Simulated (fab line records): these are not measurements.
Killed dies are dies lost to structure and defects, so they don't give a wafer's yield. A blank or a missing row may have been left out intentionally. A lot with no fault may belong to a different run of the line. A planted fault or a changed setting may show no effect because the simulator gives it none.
fab line records	flow nand_harc
[record] lots = 5	wafers = 14	last_day = 34
route steps=1302 shown A_BLC@1133 A_M0@1137 END@1302
lots that met no fault: taken from a fault-free run of the same line
start_h: the number of hours between the record's first day and the start of the first shown wafer of the lot	wait_h: hours since the lot's step before	" identical to the entry in the row above	L1.1+2: a single row standing in for several wafers	- no value present, or no start provided	* or withheld: withheld	< > ~ a bound
route shown NAME@n: names a module that has steps shown in the file, with the first one's number in the route	usual: the fault-free wafers' mean and standard deviation	same: alike in all rows	chamber/n: place in a boat	sites: the reading at each site	_std_site: their standard deviation	_edge_site: outer sites' mean less inner sites'	radius_mm: for every site, how far away it sits from the centre of the wafer	mask NAME#n: copy n	behind: the tool/chamber that last shaped the wafer	hold: the reason the lot was held/the length of the hold in hours/how it ended	device: names the non-switching transistor (n, p or np)	end of line: tests run on the same wafers once the route is complete	a step without rows: its recipe alone	killed: at the first sort, the dies lost to defects and structure; wafer yield is something else	map: a wafer's dies, marking killed ones x, the rest . and places with no die _
set.NAME: setting as actually run; set.NAME@STEP: the setting as run at that earlier step	model.NAME: the simulator's own value behind a step, which no gauge read
lots at selected steps of the route; one table per step, one row per wafer
services: the hour from which a tool's chamber was out of use, counted from the record's first day as start_h (under 0 if before that day), plus the number of hours and why
[[steps]]
[step NHARC_A_BLC_CMP_25]
[recipe] t_overpolish_s = 30	target_thk_nm = 150
[usual] motor_current_A = 12.3/1.4	overpolish_run_s = 30.000/0.0091	time_to_endpoint_s = 29.3/2.6
lot.wafer	tool	chamber	start_h	wait_h	motor_current_A	overpolish_run_s	time_to_endpoint_s
L853.4	cmp-02	0	537.32	0.3	11.1	30.007	28.4
L853.1	"	2	"	"	10.7	30.004	28.2
L853.6	"	0	"	"	12.1	29.994	28.7
L857.2	cmp-01	3	606.91	0.4	11.6	29.979	33.3
L857.1	"	1	"	"	14.6	29.993	31.1
L857.5	"	2	"	"	10.7	30.006	35.0
L864.4	cmp-02	3	643.99	0.4	12.3	29.991	25.7
L864.5	"	1	"	"	14.0	30.007	31.4
L871.1	cmp-01	3	720.70	0.4	11.9	30.009	34.9
L871.6	"	1	"	"	14.5	29.986	29.5
L871.5	"	2	"	"	10.9	29.998	31.9
L874.2	cmp-01	3	761.40	0.5	12.1	29.995	32.8
L874.1	"	0	"	"	11.8	29.988	31.1
L874.6	"	3	"	"	11.8	30.006	31.6
[step NHARC_A_BLC_SRD_27]
[step NHARC_A_BLC_INSPECT_28]
[usual] raw_defect_count = 538/120
lot.wafer	tool	chamber	start_h	wait_h	raw_defect_count
L853.1	defect_inspect-02	-	537.69	0.1	587
L853.4	"	-	"	"	454
L853.6	"	-	"	"	445
L857.1	defect_inspect-02	-	607.29	0.1	539
L857.2	"	-	"	"	737
L857.5	"	-	"	"	530
L864.4	defect_inspect-01	-	644.34	0.1	451
L864.5	"	-	"	"	420
L871.1	defect_inspect-01	-	721.05	0.1	498
L871.5	"	-	"	"	687
L871.6	"	-	"	"	522
L874.1	defect_inspect-01	-	761.78	0.1	618
L874.2	"	-	"	"	663
L874.6	"	-	"	"	604
[step NHARC_A_M0_DEP_00]
[recipe] target_thk_a = 1500	target_thk_nm = 150	temp_c = withheld	pressure_torr = 5	flow_sccm = 200	rf_w = 600	material = SiOC
[step NHARC_A_M0_DEHYDRATE_01]
[recipe] temp_c = 150	time_s = 120
[step NHARC_A_M0_HMDS_02]
[recipe] time_s = 30
[step NHARC_A_M0_COAT_33]
[recipe] temp_c = 200	time_s = 65
[step NHARC_A_M0_COAT_03]
[recipe] spin_rpm = 1500	resist_thk_nm = 90
[step NHARC_A_M0_SOFTBAKE_04]
[recipe] temp_c = 105	time_s = 55
[step NHARC_A_M0_EBR_05]
[step NHARC_A_M0_EXPOSE_06]
[recipe] na = 1.35	target_cd_nm = 80	dose_mj = 83.25	mask_id = A_M0
[step NHARC_A_M0_PEB_07]
[recipe] peb_temp_c = 100	peb_time_s = 65
lot.wafer	tool	chamber	start_h	wait_h
L853.1+4+6	litho_track-06	0	538.51	0.1
L857.1+2+5	litho_track-06	0	607.98	0.1
L864.4+5	litho_track-06	0	645.17	0.0
L871.1+5+6	litho_track-04	0	721.88	0.1
L874.1+2+6	litho_track-04	0	762.62	0.1
[step NHARC_A_M0_DEVELOP_08]
[recipe] develop_time_s = 35	dev_temp_c = 23
[step NHARC_A_M0_CD_MEAS_09]
[recipe] target_cd_nm = 80	landing_energy_ev = 500
[usual] cd_nm = 79.7/0.9
lot.wafer	tool	chamber	start_h	wait_h	cd_nm
L853.1	cd_sem-03	0	538.59	-	80.1
L853.4	"	0	"	"	80.6
L853.6	"	0	"	"	80.5
L857.1	cd_sem-03	0	608.06	-	79.5
L857.2	"	0	"	"	80.8
L857.5	"	0	"	"	80.0
L864.4	cd_sem-02	0	645.25	-	85.1
L864.5	"	0	"	"	85.3
L871.1	cd_sem-03	0	721.96	-	78.4
L871.5	"	0	"	"	79.0
L871.6	"	0	"	"	79.2
L874.1	cd_sem-02	0	762.70	-	77.9
L874.2	"	0	"	"	78.3
L874.6	"	0	"	"	78.0
[step NHARC_A_M0_OVL_MEAS_10]
[recipe] pitch_nm = 160
[usual] overlay_x_nm = 0.0/0.77	overlay_y_nm = -0.1/0.92
lot.wafer	tool	chamber	start_h	wait_h	overlay_x_nm	overlay_y_nm
L853.1	overlay-02	-	538.67	-	0.8	1.9
L853.4	"	-	"	"	1.2	1.6
L853.6	"	-	"	"	0.6	1.2
L857.1	overlay-01	-	608.15	-	0.0	-0.4
L857.2	"	-	"	"	-0.2	-1.0
L857.5	"	-	"	"	0.1	-1.3
L864.4	overlay-02	-	645.33	-	0.4	0.5
L864.5	"	-	"	"	0.6	0.7
L871.1	overlay-01	-	722.05	-	-0.8	0.5
L871.5	"	-	"	"	-1.4	0.2
L871.6	"	-	"	"	-0.6	0.6
L874.1	overlay-02	-	763.13	-	0.1	0.9
L874.2	"	-	"	"	-0.1	0.7
L874.6	"	-	"	"	-0.6	0.0
[step NHARC_A_M0_INSPECT_11]
[usual] raw_defect_count = 95/33
lot.wafer	tool	chamber	start_h	wait_h	raw_defect_count
L853.1	defect_inspect-01	-	538.71	0.0	152
L853.4	"	-	"	"	145
L853.6	"	-	"	"	166
L857.1	defect_inspect-01	-	608.19	0.0	126
L857.2	"	-	"	"	143
L857.5	"	-	"	"	107
L864.4	defect_inspect-01	-	645.37	0.0	87
L864.5	"	-	"	"	101
L871.1	defect_inspect-01	-	722.08	0.0	83
L871.5	"	-	"	"	86
L871.6	"	-	"	"	74
L874.1	defect_inspect-01	-	763.17	0.0	118
L874.2	"	-	"	"	139
L874.6	"	-	"	"	125
[step NHARC_A_M0_DESCUM_14]
[recipe] time_s = 3	o2_flow_sccm = 200	ar_flow_sccm = 0	bias_power_w = 0	chemistry = O2
[usual] drypump_motor_current_A = 5.7/0.41	oes_product_au = 0.998/0.011	rf_vpp_V = 57.9/0.87	showerhead_plenum_p_Torr = 1.90/0.075	throttle_valve_pct = 11.310/0.0098
lot.wafer	tool	chamber	start_h	wait_h	drypump_motor_current_A	oes_product_au	rf_hours_counter_h	rf_vpp_V	showerhead_plenum_p_Torr	throttle_valve_pct	model.A_M0.cd_nm
L853.1	rie_diel-01	1	538.78	0.1	5.6	1.009	11	59.2	1.97	11.310	80.41
L853.4	"	3	"	"	5.1	0.996	9	57.6	1.84	11.322	80.51
L853.6	"	0	"	"	4.9	1.003	-	57.6	1.86	11.309	80.59
L857.1	rie_diel-01	2	608.26	0.1	6.0	0.993	1	58.7	1.86	11.293	79.25
L857.2	"	3	"	"	5.1	0.975	2	57.3	1.84	11.310	80.4
L857.5	"	1	"	"	5.5	0.998	-	57.5	1.97	11.316	79.53
L864.4	rie_diel-06	0	645.44	0.1	6.1	0.993	8	59.7	1.98	11.336	84.7
L864.5	"	0	"	"	6.1	0.995	-	57.6	1.98	11.306	84.76
L871.1	rie_diel-06	1	722.17	0.1	5.9	0.992	3	57.3	1.98	11.312	78.57
L871.6	"	2	"	"	6.1	0.989	-	57.5	1.79	11.312	79.64
L871.5	"	3	"	"	5.3	0.995	-	57.2	1.89	11.294	78.6
L874.2	rie_diel-10	0	763.23	0.1	6.0	0.989	11	56.5	2.05	11.300	78.48
L874.1	"	2	"	"	5.8	0.993	11	57.7	1.93	11.310	77.81
L874.6	"	1	"	"	5.5	0.998	-	56.3	1.89	11.319	78.72
[step NHARC_A_M0_ETCH_34]
[recipe] target_depth_a = 400	overetch_a = 120	time_s = 43.94	ion_energy_ev = 200	n2_flow_sccm = 150	h2_flow_sccm = 150	ar_flow_sccm = 0	rf_w = 400	bias_w = 150	chemistry = N2/H2
[usual] drypump_motor_current_A = 5.7/0.42	oes_product_au = 0.997/0.011	rf_vpp_V = 430.2/2.4	showerhead_plenum_p_Torr = 2.03/0.08	throttle_valve_pct = 14.170/0.0079
lot.wafer	tool	chamber	start_h	wait_h	drypump_motor_current_A	oes_product_au	rf_hours_counter_h	rf_vpp_V	showerhead_plenum_p_Torr	throttle_valve_pct
L853.4	rie_diel-01	2	538.86	0.1	6.0	1.003	11	427.4	1.98	14.160
L853.1	"	1	"	"	5.5	1.000	11	432.0	2.10	14.156
L853.6	"	2	"	"	6.0	0.999	-	430.1	1.98	14.176
L857.2	rie_diel-01	2	608.34	0.1	6.0	0.994	1	428.8	1.98	14.169
L857.1	"	3	"	"	5.1	0.973	2	428.2	1.95	14.167
L857.5	"	3	"	"	5.1	0.984	-	428.2	1.95	14.157
L864.4	rie_diel-06	0	645.53	0.1	6.1	0.993	8	432.6	2.11	14.174
L864.5	"	2	"	"	6.1	0.972	-	427.3	1.91	14.180
L871.1	rie_diel-06	0	722.23	0.1	6.1	0.993	3	433.0	2.11	14.171
L871.5	"	0	"	"	6.2	0.990	-	432.4	2.11	14.178
L871.6	"	1	"	"	5.9	0.992	-	432.9	2.11	14.174
L874.1	rie_diel-10	3	763.33	0.1	5.6	1.003	10	429.7	1.98	14.164
L874.2	"	0	"	"	6.0	0.997	11	433.7	2.19	14.161
L874.6	"	2	"	"	5.8	1.002	-	432.2	2.06	14.176
[step NHARC_A_M0_ETCH_15]
[recipe] target_depth_a = 1500	overetch_a = 150	time_s = 82.5	c4f8_flow_sccm = withheld	ar_flow_sccm = 400	rf_w = 600	bias_w = 300	chemistry = C4F8/Ar
[usual] oes_product_au = 0.954/0.023	rf_vpp_V = 440.5/2.2
lot.wafer	tool	chamber	start_h	wait_h	oes_product_au	rf_hours_counter_h	rf_vpp_V	model.A_M0.cd_nm
L853.4	rie_diel-01	2	-	-	0.938	11	439.8	80.08
L853.1	"	3	"	"	0.921	9	437.9	80.01
L853.6	"	2	"	"	0.927	-	439.2	80.24
L857.2	rie_diel-01	1	-	-	0.951	1	442.0	80.25
L857.1	"	3	"	"	0.962	2	437.0	79.07
L857.5	"	0	"	"	0.992	-	439.7	79.53
L864.4	rie_diel-06	1	-	-	0.970	8	443.6	85.11
L864.5	"	2	"	"	0.963	-	438.4	84.92
L871.1	rie_diel-06	3	-	-	0.946	3	440.4	78.93
L871.6	"	0	"	"	0.946	-	441.6	79
L871.5	"	1	"	"	0.959	-	441.2	78.78
L874.1	rie_diel-10	3	-	-	0.986	10	439.4	77.5
L874.2	"	1	"	"	0.965	13	441.1	78.45
L874.6	"	3	"	"	0.986	-	438.1	78.85
[step NHARC_A_M0_CD_MEAS_16]
[usual] cd_nm = 79.7/0.97
lot.wafer	tool	chamber	start_h	wait_h	cd_nm
L853.1	cd_sem-01	-	539.07	-	79.8
L853.4	"	-	"	"	79.7
L853.6	"	-	"	"	80.2
L857.1	cd_sem-03	-	608.55	-	79.1
L857.2	"	-	"	"	80.3
L857.5	"	-	"	"	79.7
L864.4	cd_sem-03	-	645.74	-	84.9
L864.5	"	-	"	"	84.8
L871.1	cd_sem-02	-	722.44	-	79.0
L871.5	"	-	"	"	78.9
L871.6	"	-	"	"	79.0
L874.1	cd_sem-03	-	763.53	-	77.5
L874.2	"	-	"	"	78.6
L874.6	"	-	"	"	78.9
[step NHARC_END_SORT_01]
[recipe] temp_c = 25
[usual] defect_limited_yield = 91.4/2.7	killed_at_array = 53/18	killed_at_other = 1.0/1.2	killed_at_periphery = 3.6/2.4	killed_dies = 58/18	killed_open = 3.4/1.8	killed_short = 2.3/1.5	sort_bin_2_pct = 3.1/1.2	sort_bin_3_pct = 0.7/0.39	sort_bin_4_pct = 4.8/1.6	sort_n_pass = 619/18	sort_rim_yield_pct = 88/4.1	sort_yield_pct = 91.4/2.7
[same] gross_dies = 677	sort_bin_5_pct[%] = 0	sort_bin_6_pct[%] = 0	sort_bin_7_pct[%] = 0	sort_bin_8_pct[%] = 0	sort_rim_n_gross = 106.00
lot.wafer	tool	chamber	start_h	wait_h	defect_limited_yield[%]	killed_at_array	killed_at_other	killed_at_periphery	killed_dies	killed_open	killed_short	sort_bin_2_pct[%]	sort_bin_3_pct[%]	sort_bin_4_pct[%]	sort_n_pass	sort_rim_yield_pct[%]	sort_yield_pct[%]
L857.1	prober-01	0	643.86	2.5	88.8	73	1	2	76	5	2	4.4	0.9	5.9	601	92	88.8
L857.2	prober-01	0	644.66	2.8	89.5	68	1	2	71	4	2	3.5	1.3	5.6	606	82	89.5
L857.5	prober-01	0	647.06	3.7	90.3	62	0	4	66	3	4	3.7	0.9	5.2	611	84	90.3
L864.4	prober-02	0	686.15	3.4	91.3	58	1	0	59	5	2	3.7	0.7	4.3	618	94	91.3
L864.5	prober-02	0	686.95	3.7	90.0	59	2	7	68	2	1	3.7	0.7	5.6	609	92	90.0
// killed by level:class
L857.1 A_CHANNEL_HOLE_D1:chamber_film_flake=37 A_SLIT:chamber_film_flake=15 A_CHANNEL_HOLE_D2:chamber_film_flake=6 A_CONTACT:chamber_film_flake=4 A_ONON_D1:geometric_particle:open=3 A_STAIRCASE:chamber_film_flake=2 P_M0:geometric_particle:open=1 A_CHANNEL_FILL_D1:geometric_particle:short=1
L857.2 A_CHANNEL_HOLE_D1:chamber_film_flake=30 A_SLIT:chamber_film_flake=21 A_CONTACT:chamber_film_flake=6 A_CHANNEL_FILL_D1:chamber_film_flake=2 A_CHANNEL_HOLE_D2:chamber_film_flake=2 A_DECK1_JOINT:geometric_particle:open=1 P_M2:geometric_particle:open=1 P_M2:geometric_particle:short=1
L857.5 A_CHANNEL_HOLE_D1:chamber_film_flake=27 A_CONTACT:chamber_film_flake=12 A_SLIT:chamber_film_flake=10 A_CHANNEL_HOLE_D2:chamber_film_flake=5 P_M0:geometric_particle:short=2 A_STAIRCASE:chamber_film_flake=2 P_M0:geometric_particle:open=1 A_ONON_D1:geometric_particle:short=1
L864.4 A_CHANNEL_HOLE_D1:chamber_film_flake=34 A_CONTACT:chamber_film_flake=6 A_CHANNEL_HOLE_D2:chamber_film_flake=5 A_SLIT:chamber_film_flake=3 A_CHANNEL_FILL_D2:chamber_film_flake=2 A_ONON_D1:geometric_particle:open=1 A_CHANNEL_FILL_D1:geometric_particle:short=1 A_ONON_D2:geometric_particle:open=1
L864.5 A_CHANNEL_HOLE_D1:chamber_film_flake=35 A_CHANNEL_HOLE_D2:chamber_film_flake=11 A_CONTACT:chamber_film_flake=4 P_STI:chamber_film_flake=3 P_M0:chamber_film_flake=2 A_SLIT:chamber_film_flake=2 A_CHANNEL_FILL_D2:chamber_film_flake=2 A_WL_FILL:chamber_film_flake=2
[[services]]
tool	chamber	start_h	hours	kind
cmp-02	-	527.51	4.0	pm
litho_track-06	-	529.00	7.0	pm
cmp-01	-	536.68	0.6	repair
rie_diel-06	2	546.35	15.5	repair
rie_diel-10	2	551.56	5.8	repair
litho_track-04	-	553.00	7.0	pm
rie_diel-01	-	557.88	9.0	pm
cmp-02	-	559.50	0.4	repair
cmp-01	-	577.50	4.0	pm
rie_diel-10	-	596.77	9.0	pm
cmp-02	-	625.51	4.0	pm
cmp-01	-	641.97	2.2	repair
rie_diel-01	3	648.52	11.2	repair
rie_diel-06	-	661.48	9.0	pm
rie_diel-10	2	663.40	1.3	repair
rie_diel-01	2	666.40	2.9	repair
rie_diel-10	3	669.14	1.5	repair
cmp-01	-	675.50	4.0	pm
rie_diel-10	2	685.07	13.9	repair
cmp-02	-	687.66	2.4	repair
litho_track-06	-	704.00	7.0	pm
cmp-01	-	709.17	4.5	repair
litho_track-04	-	728.00	7.0	pm
rie_diel-01	-	734.88	9.0	pm
[[key]]
[first_sign] step = NHARC_A_M0_CD_MEAS_09	reading = cd_nm	direction = up	sigmas = 6.1	usual = 79.7	struck = 85.2
[effect] step = NHARC_A_M0_CD_MEAS_16	reading = cd_nm	direction = up	sigmas = 5.4	usual = 79.7	struck = 84.9
[model_effect] step = NHARC_A_M0_DESCUM_14	value = A_M0.cd_nm	without = 80.13	struck = 84.73
[model_effect] step = NHARC_A_M0_ETCH_15	value = A_M0.cd_nm	without = 80.41	struck = 85.02
met_at NHARC_A_M0_PEB_07
struck_wafers L864.4,L864.5
onset_between 607.98 645.17
also_fits NHARC_A_BLC_CMP_25:cmp-02
[fault] kind = process_parameter_drift	tool = litho_track-06	chamber = -	onset_h = 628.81	steps = NHARC_A_M0_PEB_07	channel = peb_time_s	offset = *	shape = step	end_h = 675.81	scope = struck_wafers_only	acts_in = *	stated = *
